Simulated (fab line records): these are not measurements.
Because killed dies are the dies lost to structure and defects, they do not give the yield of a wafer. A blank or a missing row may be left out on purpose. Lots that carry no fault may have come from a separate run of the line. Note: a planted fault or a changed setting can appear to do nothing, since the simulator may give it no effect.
Struck lot and sound lot, side by side | flow n5_finfet | 37 out of 1938 route steps
Sound: wafers L175.2, L175.4, L175.6. Struck: wafers L189.1, L189.2 (left out: L189.4, a lot-mate that was not struck); the cause follows at the end.
Order at every step that has rows: each side's tool, ch and its chambers, its first start. Under that, the readings that differ: sound wafers | struck wafers | difference of the means | sigmas: that difference in standard deviations of wafers without a fault.
alike: same words and numbers on both sides, and readings whose means sit less than 2 such deviations apart. not compared: any withheld reading, any reading some wafer has no value for, any bound like >300 that may hide the same value, and any number with overlapping values for which the record gives no deviation.
Wherever a step has rows on one side only, a row that says differs or no value, or a row with sigmas, the two part there. When numbers do not overlap yet have no deviation, they are printed without sigmas and do not part them. Lack of a reading on every wafer of one side parts them only where that side has two or more wafers.

first, 9 steps without rows for these wafers: N5_BEOL_M10_ALD_74 (deposits TaN, target thk 2 nm, pulse time 2 s, purge time 3 s); N5_BEOL_M10_SURFACE_TREAT_76; N5_BEOL_M10_CVD_75 (deposits Co from CCTBA/H2, target thk 2 nm, time 138.9 s); N5_BEOL_M10_SPUTTER_48 (material Cu, target thk 12 nm, time 2 s); N5_BEOL_M10_ECD_50 (material Cu, target thk 318 nm); N5_BEOL_M10_ANNEAL_51 (time 90 s); N5_BEOL_M10_CMP_52 (polishes, stops on SiCOH lowk, t overpolish 7 s, target thk 140 nm); N5_BEOL_M10_PRE_CLEAN_55 (time 15 s); N5_BEOL_M10_DEP_56 (deposits SiCN from 3MS/NH3, target thk 15 nm, time 26.5 s).
N5_BEOL_M11_ILD_DEP_00: deposits SiCOH lowk from DEMS/porogen, target thk 308.51 nm, time 58 s.
  sound on pecvd-01 ch 0,1,2, day 11 22:22; struck on pecvd-01 ch 1,2, day 16 05:34
  reading                                             | sound             | struck      | difference | sigmas
  run_length_s (s)                                    | 100.6 101.1 101.1 | 115.1 115.1 | +14.2      | +29
  model.SiCOH_lowk_of_BEOL_M11_ILD_DEP_00.thk_nm (nm) | 308 313.6 313.8   | 373 378     | +64        |
  alike: heater_power_w, showerhead_plenum_p_Torr, throttle_valve_pct
then, 1 step without rows for these wafers: N5_BEOL_M11_CURE_71 (cures SiCOH lowk, time 240 s).
N5_BEOL_M11_THK_MEAS_01:
  sound on film_metro-01, day 11 22:58; struck on film_metro-02, day 16 06:10
  reading          | sound       | struck  | difference | sigmas
  M11_ILD_THK (nm) | 268 272 273 | 325 329 | +56        | +16
then, 23 steps without rows for these wafers: N5_BEOL_M11_PECVD_70 (deposits SiO2 from TEOS/O2, target thk 20 nm, time 22.7 s); N5_BEOL_M11_HM_DEP_02 (deposits TiN, target thk 20 nm); N5_BEOL_M11_COAT_59 (time 60 s, resist thk 100 nm); N5_BEOL_M11_COAT_60 (time 60 s, resist thk 30 nm); N5_BEOL_M11_COAT_05 (resist thk 90 nm); N5_BEOL_M11_EBR_07; N5_BEOL_M11_SOFTBAKE_06 (time 60 s); N5_BEOL_M11_EXPOSE_08 (exposes mask M11); N5_BEOL_M11_PEB_09 (peb time 60 s); N5_BEOL_M11_DEVELOP_10 (develop time 30 s); N5_BEOL_M11_DESCUM_16 (chemistry O2, time 7.9 s); N5_BEOL_M11_ETCH_61 (etches SiARC in CF4, target depth 39 nm, time 65 s); N5_BEOL_M11_ETCH_62 (etches SOC in N2/H2, target depth 110 nm, overetch 22 nm, time 165 s); N5_BEOL_M11_STRIP_68 (strips in N2/H2); N5_BEOL_M11_STRIP_67 (strips in CF4); N5_BEOL_M11_HM_OPEN_17 (chemistry Cl2/BCl3, target TiN, target depth 20 nm, overetch 6 nm); N5_BEOL_M11_STRIP_19 (strips in O2); N5_BEOL_M11_COAT_63 (time 60 s, resist thk 100 nm); N5_BEOL_M11_COAT_64 (time 60 s, resist thk 30 nm); N5_BEOL_M11_COAT_22 (resist thk 90 nm); N5_BEOL_M11_EBR_24; N5_BEOL_M11_SOFTBAKE_23 (time 60 s); N5_BEOL_M11_EXPOSE_25 (exposes mask V10).
N5_BEOL_M11_CMP_52: polishes, stops on SiCOH lowk, t overpolish 7 s, target thk 140 nm.
  sound on cmp-04 ch 0,3, day 12 06:29; struck on cmp-04 ch 1,3, day 16 12:37
  reading                                             | sound             | struck      | difference | sigmas
  model.SiCOH_lowk_of_BEOL_M11_ILD_DEP_00.thk_nm (nm) | 264.4 269.6 269.8 | 322.2 326.6 | +56.5      |
  alike: motor_current_A
following that, these wafers have no rows for 1 step: N5_PASSIVATION_PROBE_49.

== WHERE THEY PART ==
First at N5_BEOL_M11_ILD_DEP_00; last, within this record, at N5_BEOL_M11_THK_MEAS_01. Later steps at which nothing parts them and some readings are alike: N5_BEOL_M11_CMP_52.

WHY: the cause the simulator had injected
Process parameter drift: pecvd-01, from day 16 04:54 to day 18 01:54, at N5_BEOL_M11_ILD_DEP_00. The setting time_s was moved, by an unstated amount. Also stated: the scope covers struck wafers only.
